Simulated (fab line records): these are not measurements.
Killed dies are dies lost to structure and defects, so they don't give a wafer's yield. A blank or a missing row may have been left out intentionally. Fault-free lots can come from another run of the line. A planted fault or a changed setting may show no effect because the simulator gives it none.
fab line records	flow nandHarc
record: lots: 6	wafers: 18	lastDay: 33
route steps=1302 shown P_STI@88 END@1302
lots with no fault: from the same line, run without faults
startH: hours from the record's opening day to when the first of the lot's shown wafers began	waitH: hours from the lot's prior step to this one	" unchanged from the row above	L1.1+2: one row covering several wafers at once	- no value present, or no start provided	* or withheld: withheld	< > ~ a bound
route shown NAME@n: NAME is a module with steps in the file, n the number in the route of the first one	usual: average and standard deviation across the fault-free wafers	same: alike in all rows	chamber/n: place in a boat	sites: each site's reading	_std_site: standard deviation of those values	_edge_site: outer sites' mean less inner sites'	radiusMm: how far each site lies from the wafer's centre	mask NAME#n: copy n	behind: the tool/chamber that last shaped the wafer	hold: reason for holding the lot/hours on hold/outcome of the hold	device: which transistor (n, p or np) failed to switch	end of line: tests run on the same wafers once the route is complete	step lacking rows: just its recipe	killed: at the first sort, the dies lost to defects and structure; wafer yield is something else	map: dies across one wafer; x = killed, . = not, _ = none there
set.NAME: the setting as run; set.NAME@STEP: as run at that earlier step	model.NAME: the simulator's own value behind a step, which no gauge read
a table for each step, a row for each wafer; lots at some steps of the route
services: from which hour (startH, from the record's first day; less than 0 if before it) a tool's chamber was out of use, for how many hours, and why
== steps ==
step: NHARC_P_STI_ETCH_42
recipe: targetDepthA: 800	overetchA: 240	timeS: 61	ionEnergyEv: 200	n2FlowSccm: 150	h2FlowSccm: 150	arFlowSccm: 0	rfW: 400	biasW: 150	chemistry: N2/H2
usual: chamberPressureMTorr: 29.999/0.027	drypumpMotorCurrentA: 5.92/0.27	oesProductAu: 1.000/0.015	rfVppV: 431.4/2.2	showerheadPlenumPTorr: 2.07/0.081	throttleValvePct: 14.172/0.0086
lot.wafer	tool	chamber	startH	waitH	chamberPressureMTorr	drypumpMotorCurrentA	oesProductAu	rfHoursCounterH	rfVppV	showerheadPlenumPTorr	throttleValvePct
L878.1	rieDiel-03	1	43.81	0.1	29.975	6.10	0.981	5.0	430.7	2.08	14.172
L878.4	"	2	"	"	29.960	6.20	0.989	6.6	432.2	2.05	14.174
L878.5	"	1	"	"	30.005	6.09	0.988	-	432.5	2.08	14.168
L882.2	rieDiel-03	2	86.56	0.1	29.979	6.20	0.997	8.3	431.0	2.05	14.188
L882.4	"	0	"	"	30.000	5.50	1.027	6.9	431.6	2.13	14.168
L882.6	"	2	"	"	29.957	6.20	1.003	-	429.7	2.05	14.189
L889.2	rieDiel-03	3	155.76	0.1	30.025	5.78	1.031	1.5	430.9	2.05	14.170
L889.1	"	1	"	"	30.011	6.08	0.971	1.6	430.6	2.08	14.172
L889.6	"	3	"	"	30.012	5.78	1.023	-	431.9	2.05	14.182
L893.1	rieDiel-03	1	193.80	0.1	29.985	6.09	0.966	3.5	432.7	2.08	14.184
L893.3	"	2	"	"	29.996	6.22	1.020	3.1	432.2	2.05	14.165
L893.4	"	1	"	"	30.004	6.07	0.972	-	431.5	2.08	14.166
L899.4	rieDiel-03	2	260.39	0.5	30.003	6.21	1.008	6.6	431.5	2.05	14.164
L899.3	"	3	"	"	29.976	5.75	1.021	5.6	430.7	2.05	14.175
L899.1	"	1	"	"	30.055	6.08	0.966	6.7	432.1	2.07	14.166
L900.4	rieDiel-03	0	267.51	0.1	29.980	5.47	0.998	5.7	431.8	2.12	14.183
L900.2	"	3	"	"	30.007	5.73	1.018	5.9	432.6	2.05	14.174
L900.5	"	0	"	"	29.981	5.47	0.995	-	432.5	2.12	14.174
step: NHARC_P_STI_ETCH_31
recipe: targetDepthA: 1089	timeS: 54.5	cf4FlowSccm: 100	chf3FlowSccm: 30	arFlowSccm: 0	rfW: 500	biasW: 200	chemistry: CF4/CHF3
usual: chamberPressureMTorr: 25.003/0.022	drypumpMotorCurrentA: 5.91/0.27	oesProductAu: 0.954/0.022	rfVppV: 371.2/2.1	showerheadPlenumPTorr: 1.59/0.058	throttleValvePct: 16.802/0.0093
lot.wafer	tool	chamber	startH	waitH	chamberPressureMTorr	drypumpMotorCurrentA	oesProductAu	rfHoursCounterH	rfVppV	showerheadPlenumPTorr	throttleValvePct
L878.4	rieDiel-03	1	-	-	24.986	6.09	0.939	5.0	371.4	1.60	16.808
L878.1	"	3	"	"	25.028	5.76	0.988	4.9	370.3	1.58	16.806
L878.5	"	0	"	"	25.018	5.48	0.985	-	371.8	1.64	16.800
L882.4	rieDiel-03	1	-	-	24.981	6.12	0.938	6.8	371.8	1.60	16.798
L882.2	"	0	"	"	25.017	5.44	0.966	6.9	373.4	1.64	16.804
L882.6	"	1	"	"	24.981	6.09	0.940	-	371.6	1.60	16.807
L889.1	rieDiel-03	2	-	-	25.012	6.17	0.955	1.4	370.4	1.58	16.806
L889.2	"	3	"	"	25.021	5.73	0.976	1.5	370.2	1.58	16.800
L889.6	"	1	"	"	24.975	6.08	0.957	-	370.9	1.60	16.795
L893.3	rieDiel-03	2	-	-	24.994	6.20	0.953	3.2	370.8	1.58	16.811
L893.1	"	3	"	"	25.005	5.77	0.958	2.5	370.8	1.58	16.803
L893.4	"	1	"	"	25.010	6.08	0.902	-	372.4	1.60	16.804
L899.1	rieDiel-03	2	-	-	25.005	6.21	0.942	6.7	368.2	1.58	16.814
L899.3	"	3	"	"	24.997	5.77	0.942	5.6	370.0	1.58	16.805
L899.4	"	0	"	"	25.069	5.48	0.922	5.2	374.5	1.63	16.795
L900.4	rieDiel-03	0	-	-	25.005	5.46	0.975	5.7	373.3	1.63	16.808
L900.2	"	2	"	"	25.017	6.20	0.969	7.0	370.8	1.58	16.810
L900.5	"	0	"	"	24.940	5.47	0.958	-	372.6	1.63	16.802
step: NHARC_P_STI_ETCH_15
recipe: targetDepthA: 3000	taperDeg: 4	timeS: 100.1	hbrFlowSccm: 150	cl2FlowSccm: 50	rfW: 400	icpW: 400	biasW: 100	chemistry: HBr/Cl2
usual: chamberPressureMTorr: 15.001/0.014	drypumpMotorCurrentA: 5.7/0.47	oesProductAu: 1.001/0.012	throttleValvePct: 26.406/0.0085
lot.wafer	tool	chamber	startH	waitH	chamberPressureMTorr	drypumpMotorCurrentA	oesProductAu	rfHoursCounterH	throttleValvePct
L878.1	rieSi-04	0	43.99	-	14.999	5.6	0.985	0.32	26.418
L878.4	"	2	"	"	14.998	5.6	1.007	0.34	26.406
L878.5	"	1	"	"	14.988	6.2	1.003	-	26.418
L882.2	rieSi-01	2	86.76	-	15.016	5.5	1.017	0.36	26.408
L882.4	"	0	"	"	14.994	6.1	1.019	0.29	26.422
L882.6	"	2	"	"	14.984	5.5	1.005	-	26.407
L889.1	rieSi-04	2	155.98	-	15.000	5.6	0.998	1.13	26.393
L889.2	"	3	"	"	14.990	6.5	1.001	1.12	26.401
L889.6	"	1	"	"	14.979	6.2	0.986	-	26.411
L893.4	rieSi-05	3	194.01	-	14.991	5.4	1.006	0.46	26.402
L893.1	"	0	"	"	14.974	4.9	1.004	0.39	26.417
L893.3	"	1	"	"	15.003	5.6	1.011	0.51	26.393
L899.4	rieSi-04	1	260.58	-	15.000	6.2	1.009	0.45	26.405
L899.1	"	3	"	"	15.005	6.5	0.995	0.56	26.399
L899.3	"	0	"	"	14.983	5.7	0.972	0.57	26.396
L900.2	rieSi-05	2	267.71	-	15.018	5.2	1.016	0.99	26.409
L900.4	"	3	"	"	15.017	5.4	1.008	0.89	26.411
L900.5	"	1	"	"	14.996	5.6	0.993	-	26.408
step: NHARC_P_STI_CD_MEAS_16
usual: cdNm: 201.1/2.9
lot.wafer	tool	chamber	startH	waitH	cdNm
L878.1	cdSem-03	-	44.16	-	203.8
L878.4	"	-	"	"	204.5
L878.5	"	-	"	"	199.3
L882.2	cdSem-01	-	86.91	-	200.3
L882.4	"	-	"	"	207.4
L882.6	"	-	"	"	204.1
L889.1	cdSem-03	-	156.11	-	198.6
L889.2	"	-	"	"	196.3
L889.6	"	-	"	"	201.1
L893.1	cdSem-02	-	194.17	-	201.8
L893.3	"	-	"	"	198.7
L893.4	"	-	"	"	196.5
L899.1	cdSem-02	-	260.74	-	208.1
L899.3	"	-	"	"	203.2
L899.4	"	-	"	"	198.9
L900.2	cdSem-02	-	267.86	-	196.9
L900.4	"	-	"	"	198.7
L900.5	"	-	"	"	199.7
step: NHARC_P_STI_OCD_MEAS_17
usual: trenchDepthNm: 301/5.3	trenchFootCdNm: 159.5/2.9
lot.wafer	tool	chamber	startH	waitH	trenchDepthNm	trenchFootCdNm
L878.1	ocd-02	-	44.24	0.1	293	163.3
L878.4	"	-	"	"	304	163.8
L878.5	"	-	"	"	301	159.0
L882.2	ocd-01	-	87.00	0.1	305	158.4
L882.4	"	-	"	"	310	165.2
L882.6	"	-	"	"	306	161.7
L889.1	ocd-02	-	156.20	0.1	300	155.6
L889.2	"	-	"	"	300	153.9
L889.6	"	-	"	"	296	159.6
L893.1	ocd-02	-	194.26	0.1	304	158.4
L893.3	"	-	"	"	306	157.5
L893.4	"	-	"	"	304	155.1
L899.1	ocd-01	-	260.83	0.1	296	167.6
L899.3	"	-	"	"	291	163.8
L899.4	"	-	"	"	305	157.8
L900.2	ocd-02	-	267.95	0.1	306	155.9
L900.4	"	-	"	"	307	153.8
L900.5	"	-	"	"	299	158.5
step: NHARC_P_STI_STRIP_19
recipe: timeS: 900	tempC: 130	chemistry: SPM
step: NHARC_P_STI_PRECLEAN_32
recipe: timeS: *	tempC: 50	bathAgeMin: 0	chemistry: SC1
step: NHARC_P_STI_SRD_23
step: NHARC_P_STI_OCD_MEAS_43
usual: trenchDepthNm: 301/5.3	trenchFootCdNm: 159.5/2.9
lot.wafer	tool	chamber	startH	waitH	trenchDepthNm	trenchFootCdNm
L878.1	ocd-01	-	44.75	-	294	163.6
L878.4	"	-	"	"	304	163.6
L878.5	"	-	"	"	300	158.6
L882.2	ocd-02	-	87.51	-	305	158.9
L882.4	"	-	"	"	309	165.3
L882.6	"	-	"	"	307	161.9
L889.1	ocd-01	-	156.71	-	300	156.1
L889.2	"	-	"	"	300	154.5
L889.6	"	-	"	"	296	159.8
L893.1	ocd-01	-	194.78	-	304	159.0
L893.3	"	-	"	"	305	157.6
L893.4	"	-	"	"	304	155.4
L899.1	ocd-02	-	261.34	-	295	168.2
L899.3	"	-	"	"	292	163.3
L899.4	"	-	"	"	305	157.8
L900.2	ocd-01	-	268.45	-	306	156.0
L900.4	"	-	"	"	307	154.6
L900.5	"	-	"	"	299	158.7
step: NHARC_P_STI_OXIDE_33
recipe: targetThkA: 100	tempC: 1000	oxTimeS: 281	material: SiO2
step: NHARC_P_STI_HDPCVD_20
recipe: targetThkA: withheld	sigmaOpenFrac: withheld	material: SiO2
step: NHARC_P_STI_ANNEAL_34
recipe: tempC: 1000	timeS: 1800
step: NHARC_P_STI_CMP_21
recipe: tOverpolishS: 20	targetThkNm: 380.67
usual: motorCurrentA: 11.9/1.2	overpolishRunS: 19.999/0.0092	retainingRingPressureFrac: 0.999/0.005	tOverpolishS: 20/0
lot.wafer	tool	chamber	startH	waitH	motorCurrentA	overpolishRunS	retainingRingPressureFrac	tOverpolishS
L878.1	cmp-03	0	62.03	0.4	11.4	20.001	0.996	20
L878.4	"	1	"	"	10.2	20.006	0.994	20
L878.5	"	2	"	"	10.7	19.994	0.996	20
L882.4	cmp-02	0	108.95	0.4	13.1	20.011	1.000	20
L882.2	"	2	"	"	11.1	19.995	1.003	20
L882.6	"	1	"	"	11.4	20.005	0.991	20
L889.1	cmp-03	2	174.48	0.4	11.0	113.09	0.995	113.1
L889.2	"	0	"	"	11.4	113.09	1.000	113.1
L889.6	"	1	"	"	10.6	113.08	0.997	113.1
L893.3	cmp-03	0	211.30	0.4	11.3	113.09	1.004	113.1
L893.1	"	1	"	"	10.6	113.08	0.987	113.1
L893.4	"	2	"	"	11.4	113.09	1.002	113.1
L899.1	cmp-01	2	280.93	0.4	13.9	20.020	0.991	20
L899.3	"	3	"	"	11.5	20.003	0.994	20
L899.4	"	0	"	"	12.5	19.989	0.996	20
L900.2	cmp-01	0	289.00	0.4	12.8	19.997	0.995	20
L900.4	"	1	"	"	12.6	19.991	0.991	20
L900.5	"	2	"	"	13.4	20.001	1.007	20
step: NHARC_END_SORT_01
recipe: tempC: 25
usual: killedAtArray: 46/15	killedAtOther: 1.0/1.3	killedAtPeriphery: 4/3	killedDies: 51/15	killedOpen: 3.2/1.8	killedShort: 2.5/1.5
same: grossDies: 677
lot.wafer	tool	chamber	startH	waitH	killedAtArray	killedAtOther	killedAtPeriphery	killedDies	killedOpen	killedShort
L889.1	prober-02	0	662.53	2.5	27	0	4	31	6	3
L889.2	prober-02	0	663.31	2.8	18	1	2	21	2	2
L889.6	prober-02	0	666.42	3.9	34	0	2	36	7	6
L899.1	prober-01	0	785.97	2.5	35	1	2	38	2	2
L899.3	prober-01	0	787.56	3.1	27	0	7	34	5	3
L899.4	prober-01	0	788.36	3.4	34	2	3	39	7	2
killed by level:class
L889.1 A_CHANNEL_HOLE_D2:chamberFilmFlake=6 A_SLIT:chamberFilmFlake=6 A_CHANNEL_HOLE_D1:chamberFilmFlake=4 A_M1:geometricParticle:open=3 P_GATE:geometricParticle:short=1 P_CONTACT:geometricParticle:open=1 A_ONON_D2:geometricParticle:short=1 A_SGD_CUT:geometricParticle:open=1
L889.2 A_CHANNEL_HOLE_D2:chamberFilmFlake=10 A_CHANNEL_HOLE_D1:chamberFilmFlake=6 P_GATE:geometricParticle:open=1 P_M1:geometricParticle:short=1 A_ONON_D1:geometricParticle:open=1 STARTING-WAFER:geometricParticle:short=1 A_CONTACT:chamberFilmFlake=1
L889.6 A_CHANNEL_HOLE_D2:chamberFilmFlake=12 A_CHANNEL_HOLE_D1:chamberFilmFlake=5 A_ONON_D1:geometricParticle:short=3 A_STAIRCASE:chamberFilmFlake=3 A_SLIT:chamberFilmFlake=3 A_ONON_D2:geometricParticle:open=2 P_CONTACT:geometricParticle:short=1 P_M1:geometricParticle:open=1
L899.1 A_CONTACT:chamberFilmFlake=14 A_SLIT:chamberFilmFlake=8 A_BONDPAD:chamberFilmFlake=4 A_ZERO_WELL:chamberFilmFlake=3 A_M1:geometricParticle:short=2 A_M0:chamberFilmFlake=2 P_M0:geometricParticle:open=1 A_SOURCE_PLATE:geometricParticle:open=1
L899.3 A_CONTACT:chamberFilmFlake=7 A_SLIT:chamberFilmFlake=6 A_BONDPAD:chamberFilmFlake=3 P_M0:geometricParticle:open=2 A_M0:geometricParticle:open=2 P_ZERO_WELL:chamberFilmFlake=2 A_ZERO_WELL:chamberFilmFlake=2 A_CHANNEL_HOLE_D1:chamberFilmFlake=2
L899.4 A_CONTACT:chamberFilmFlake=11 A_SLIT:chamberFilmFlake=7 A_BONDPAD:chamberFilmFlake=5 THIN_TSV:chamberFilmFlake=2 P_M0:geometricParticle:open=1 A_SOURCE_PLATE:geometricParticle:open=1 A_CHANNEL_HOLE_D1:geometricParticle:open=1 A_CHANNEL_FILL_D1:geometricParticle:open=1
== services ==
tool	chamber	startH	hours	kind
rieDiel-03	3	22.13	3.1	repair
rieDiel-03	-	49.26	0.4	repair
cmp-03	-	64.05	4.0	pm
cmp-01	-	84.74	1.1	repair
cmp-01	-	87.52	4.0	pm
rieDiel-03	-	104.35	9.0	pm
rieSi-04	1	106.68	13.8	repair
rieSi-05	-	111.02	1.9	repair
cmp-01	-	119.40	2.6	repair
rieDiel-03	-	121.00	0.9	repair
rieSi-05	-	128.00	9.0	pm
cmp-03	-	132.49	0.6	repair
cmp-03	-	162.05	4.0	pm
rieSi-04	-	165.00	9.0	pm
rieDiel-03	3	168.87	7.2	repair
cmp-03	-	178.80	0.4	repair
rieDiel-03	0	192.86	5.1	repair
rieDiel-03	0	199.95	7.8	repair
cmp-03	-	203.44	0.3	repair
cmp-03	-	209.53	1.2	repair
cmp-03	-	260.05	4.0	pm
cmp-03	-	265.16	0.8	repair
rieDiel-03	-	281.35	9.0	pm
rieSi-04	3	287.68	19.4	repair
== key ==
firstSign: step: NHARC_P_STI_CMP_21	reading: tOverpolishS	direction: up	sigmas: 99+	usual: 20	struck: 113.1
effect: step: NHARC_P_STI_CMP_21	reading: overpolishRunS	direction: up	sigmas: 99+	usual: 19.999	struck: 113.09
metAt NHARC_P_STI_CMP_21
struckWafers L889.1,L889.2,L889.6,L893.1,L893.3,L893.4
testerLeftOut L889,L893
onsetBetween 62.03 174.48
fault: kind: processParameterDrift	tool: cmp-03	chamber: -	onsetH: 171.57	steps: NHARC_P_STI_CMP_21	channel: tOverpolishS	offset: 93.095	shape: step	endH: 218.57	actsIn: theseRecipesOnly	stated: 20
testerLeftOut: of these lots the tester's yield and bins aren't shown, on N5 and GAA mostly nor the transistor test; their killed dies are dies lost to structure and defects alone, not to doping, threshold or leakage, so they don't give the yield
